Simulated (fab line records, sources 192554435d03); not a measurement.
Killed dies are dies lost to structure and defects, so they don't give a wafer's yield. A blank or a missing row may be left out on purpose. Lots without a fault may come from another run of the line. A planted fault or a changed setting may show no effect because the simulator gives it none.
fab line records | flow n5_finfet
record lots=5 wafers=15 last_day=18
route steps=1938 shown WELL_APT@55 PMOS_HMC_CHANNEL_EPI@57
lots that met no fault: from a run of the same line without faults
start_h: hours from the record's first day to the start of the lot's first wafer shown | wait_h: hours since the lot's step before | " the same as in the row above | L1.1+2: a row that stands for several wafers | - no value, or no start given | * or withheld: withheld | < > ~ a bound
route shown NAME@n: a module of which the file shows steps, and the number in the route of the first | usual: mean/standard deviation of fault-free wafers | same: alike in all rows | chamber/n: place in a boat | sites: the reading at each site | _std_site: their standard deviation | _edge_site: outer sites' mean less inner sites' | radius_mm: how far each site lies from the wafer's centre | mask NAME#n: copy n | behind: the tool/chamber that last shaped the wafer | hold: why the lot was held/for how many hours/how that ended | device: the transistor (n, p or np) that didn't switch | end of line: the same wafers' tests at the end of the route | a step without rows: its recipe alone | killed: dies lost to structure and defects at the first sort, not the wafer's yield | map: a wafer's dies, x killed, . not, _ none there
set.NAME: the setting as run; set.NAME@STEP: as run at that earlier step | model.NAME: the simulator's own value behind a step, which no gauge read
lots at some steps of the route; a table a step, a row a wafer
services: from which hour (start_h, from the record's first day; less than 0 if before it) a tool's chamber was out of use, for how many hours, and why
## steps
# step N5_WELL_APT_EPI_41
# recipe material=Si target_thk_a=500 temp_c=650 precursor=SiH4/H2 pressure_torr=20 time_s=297.7
# usual chamber_pressure_Torr=20.00/0.043 throttle_valve_pct=11.21/0.19
# columns lot.wafer tool chamber start_h wait_h chamber_pressure_Torr throttle_valve_pct
L083.1 epi_rpcvd-01 0 71.22 0.0 20.04 11.38
L083.3 " 0 " " 19.94 11.61
L083.4 " 0 " " 19.92 11.59
L089.2 epi_rpcvd-04 0 106.21 0.1 20.05 11.21
L089.3 " 0 " " 19.98 11.28
L089.6 " 0 " " 20.01 11.26
L090.3 epi_rpcvd-03 0 112.90 0.3 20.04 11.22
L090.4 " 0 " " 20.07 10.96
L090.6 " 0 " " 20.04 11.02
L091.1 epi_rpcvd-04 0 118.03 0.0 19.93 11.34
L091.4 " 0 " " 19.98 11.42
L091.5 " 0 " " 19.92 11.42
L097.2 epi_rpcvd-04 0 154.32 0.2 19.98 11.07
L097.4 " 0 " " 20.03 11.16
L097.6 " 0 " " 19.94 11.32
# step N5_WELL_APT_INSPECT_38
# recipe inspect_instrument=darkfield mode=post_epi
# usual raw_defect_count=14/5.2
# columns lot.wafer tool chamber start_h wait_h raw_defect_count
L083.1 defect_inspect-01 - 72.32 0.9 11
L083.3 " - " " 14
L083.4 " - " " 11
L089.2 defect_inspect-02 - 106.76 0.5 10
L089.3 " - " " 14
L089.6 " - " " 14
L090.3 defect_inspect-02 - 113.47 0.4 13
L090.4 " - " " 21
L090.6 " - " " 12
L091.1 defect_inspect-01 - 118.67 0.5 11
L091.4 " - " " 8
L091.5 " - " " 6
L097.2 defect_inspect-02 - 155.03 0.6 11
L097.4 " - " " 10
L097.6 " - " " 9
# step N5_PMOS_HMC_CHANNEL_EPI_HM_DEP_34
# recipe material=SiO2 target_thk_a=360 temp_c=400 precursor=TEOS/O2 pressure_torr=6.5 rf_w=900 teos_flow_sccm=161.4 gas=O2 flow_sccm=2650 time_s=6.9
# usual chamber_pressure_Torr=6.499/0.013 heater_power_w=547/87 showerhead_plenum_p_Torr=8.36/0.038 throttle_valve_pct=18.1/0.95
# columns lot.wafer tool chamber start_h wait_h chamber_pressure_Torr heater_power_w showerhead_plenum_p_Torr throttle_valve_pct
L083.1 pecvd-01 2 72.35 0.0 6.499 548 8.41 16.4
L083.3 " 2 " " 6.505 570 8.42 16.4
L083.4 " 1 " " 6.479 669 8.37 18.6
L089.2 pecvd-03 1 106.80 0.0 6.508 395 8.31 19.9
L089.3 " 2 " " 6.498 395 8.37 18.8
L089.6 " 1 " " 6.490 405 8.32 19.9
L090.3 pecvd-02 0 113.51 0.0 6.505 488 8.34 18.0
L090.4 " 2 " " 6.496 648 8.35 17.5
L090.6 " 0 " " 6.502 475 8.33 18.1
L091.1 pecvd-03 2 118.72 0.0 6.493 429 8.40 18.7
L091.4 " 1 " " 6.499 462 8.32 20.0
L091.5 " 0 " " 6.500 551 8.32 17.8
L097.2 pecvd-01 0 155.06 0.0 6.517 633 8.39 18.0
L097.4 " 1 " " 6.513 738 8.37 18.1
L097.6 " 0 " " 6.503 646 8.42 18.1
# step N5_PMOS_HMC_CHANNEL_EPI_COAT_31
# recipe resist=BARC temp_c=205 time_s=60 spin_rpm=1500 resist_thk_nm=66
# usual dispense_pressure_kPa=49/5.5 heater_power_total_W=391.7/1.4
# columns lot.wafer tool chamber start_h wait_h dispense_pressure_kPa heater_power_total_W
L083.1 litho_track-03 0 72.42 0.1 57 392.9
L083.3 " 0 " " 57 393.4
L083.4 " 0 " " 57 393.6
L089.2 litho_track-02 0 106.86 0.0 42 391.3
L089.3 " 0 " " 42 394.0
L089.6 " 0 " " 42 390.0
L090.3 litho_track-05 0 113.56 0.0 50 390.5
L090.4 " 0 " " 50 393.5
L090.6 " 0 " " 50 390.7
L091.1 litho_track-05 0 118.77 0.0 50 389.5
L091.4 " 0 " " 50 392.8
L091.5 " 0 " " 50 390.2
L097.2 litho_track-05 0 155.12 0.0 50 390.3
L097.4 " 0 " " 50 390.0
L097.6 " 0 " " 50 390.2
# step N5_PMOS_HMC_CHANNEL_EPI_COAT_03
# recipe resist=CAR-ArF-block spin_rpm=1500 resist_thk_nm=205
# usual dispense_pressure_kPa=49/5.5
# columns lot.wafer tool chamber start_h wait_h dispense_pressure_kPa
L083.1 litho_track-03 0 - - 57
L083.3 " 0 " " 57
L083.4 " 0 " " 57
L089.2 litho_track-02 0 - - 42
L089.3 " 0 " " 42
L089.6 " 0 " " 42
L090.3 litho_track-05 0 - - 50
L090.4 " 0 " " 50
L090.6 " 0 " " 50
L091.1 litho_track-05 0 - - 49
L091.4 " 0 " " 50
L091.5 " 0 " " 50
L097.2 litho_track-05 0 - - 50
L097.4 " 0 " " 50
L097.6 " 0 " " 50
# step N5_PMOS_HMC_CHANNEL_EPI_EBR_05
# recipe solvent=PGMEA ebr_width_mm=1.5
# columns lot.wafer tool chamber start_h wait_h
L083.1+3+4 litho_track-03 0 - -
L089.2+3+6 litho_track-02 0 - -
L090.3+4+6 litho_track-05 0 - -
L091.1+4+5 litho_track-05 0 - -
L097.2+4+6 litho_track-05 0 - -
# step N5_PMOS_HMC_CHANNEL_EPI_SOFTBAKE_04
# recipe temp_c=110 time_s=60 resist=CAR-ArF-block
# usual heater_power_total_W=175.2/1.6
# columns lot.wafer tool chamber start_h wait_h heater_power_total_W
L083.1 litho_track-03 0 - - 175.4
L083.3 " 0 " " 174.2
L083.4 " 0 " " 173.1
L089.2 litho_track-02 0 - - 175.2
L089.3 " 0 " " 177.6
L089.6 " 0 " " 176.2
L090.3 litho_track-05 0 - - 177.3
L090.4 " 0 " " 174.3
L090.6 " 0 " " 173.1
L091.1 litho_track-05 0 - - 173.2
L091.4 " 0 " " 173.1
L091.5 " 0 " " 177.5
L097.2 litho_track-05 0 - - 173.2
L097.4 " 0 " " 174.5
L097.6 " 0 " " 177.6
# step N5_PMOS_HMC_CHANNEL_EPI_EXPOSE_06
# recipe mask_id=PMOS_HMC_BLK na=1.35 source_shape=conventional sigma_outer=0.8 polarization=unpolarized target_cd_nm=240 dose_mj=41
# same sigma_outer=0.8
# columns lot.wafer tool chamber start_h wait_h mask
L083.1+3+4 arfi_scanner-03 0 72.52 - PMOS_HMC_BLK#0
L089.2+3+6 arfi_scanner-03 0 106.96 - PMOS_HMC_BLK#0
L090.3+4+6 arfi_scanner-03 0 113.67 - PMOS_HMC_BLK#0
L091.1+4+5 arfi_scanner-03 0 118.87 - PMOS_HMC_BLK#0
L097.2+4+6 arfi_scanner-01 0 155.23 - PMOS_HMC_BLK#0
# step N5_PMOS_HMC_CHANNEL_EPI_PEB_07
# recipe peb_temp_c=110 peb_time_s=60 resist=CAR-ArF-block
# usual heater_power_total_W=175.2/1.5
# columns lot.wafer tool chamber start_h wait_h heater_power_total_W
L083.1 litho_track-03 0 72.58 0.1 173.4
L083.3 " 0 " " 173.1
L083.4 " 0 " " 176.0
L089.2 litho_track-03 0 107.01 0.0 173.8
L089.3 " 0 " " 174.1
L089.6 " 0 " " 177.3
L090.3 litho_track-02 0 113.72 0.0 174.9
L090.4 " 0 " " 174.7
L090.6 " 0 " " 174.2
L091.1 litho_track-02 0 118.93 0.1 174.5
L091.4 " 0 " " 173.0
L091.5 " 0 " " 176.0
L097.2 litho_track-05 0 155.28 0.0 173.0
L097.4 " 0 " " 174.4
L097.6 " 0 " " 176.0
# step N5_PMOS_HMC_CHANNEL_EPI_DEVELOP_08
# recipe develop_time_s=30 developer=TMAH resist=CAR-ArF-block dev_temp_c=23 rinse_liquid=diw dry=air_spin
# columns lot.wafer tool chamber start_h wait_h
L083.1+3+4 litho_track-03 0 - -
L089.2+3+6 litho_track-03 0 - -
L090.3+4+6 litho_track-02 0 - -
L091.1+4+5 litho_track-02 0 - -
L097.2+4+6 litho_track-05 0 - -
## services
# columns tool chamber start_h hours kind
pecvd-03 1 49.46 2.1 scheduled_down
pecvd-01 0 58.42 - clean
pecvd-01 0 58.42 29.5 scheduled_down
pecvd-01 0 58.42 29.5 vent_cycle
epi_rpcvd-03 - 59.81 2.8 pm
arfi_scanner-03 - 65.90 3.9 pm
litho_track-05 - 73.21 - consumable_replace:filter
pecvd-01 - 80.04 28.1 pm
epi_rpcvd-04 - 95.12 5.9 repair
pecvd-03 - 95.85 2.8 pm
arfi_scanner-01 - 100.56 2.3 repair
arfi_scanner-01 - 104.10 1.3 repair
arfi_scanner-03 0 106.16 - calibration
pecvd-03 - 112.02 2.0 repair
pecvd-02 1 113.56 5.0 scheduled_down
arfi_scanner-03 - 114.17 1.0 pm
epi_rpcvd-01 - 121.03 2.8 pm
arfi_scanner-03 - 122.06 1.3 pm
arfi_scanner-01 - 124.91 1.3 pm
arfi_scanner-01 - 126.21 0.8 pm
epi_rpcvd-01 - 136.03 6.0 pm
pecvd-01 - 139.51 14.6 pm
epi_rpcvd-01 - 142.03 0.5 pm
arfi_scanner-03 - 145.43 0.8 pm
## key
fault none
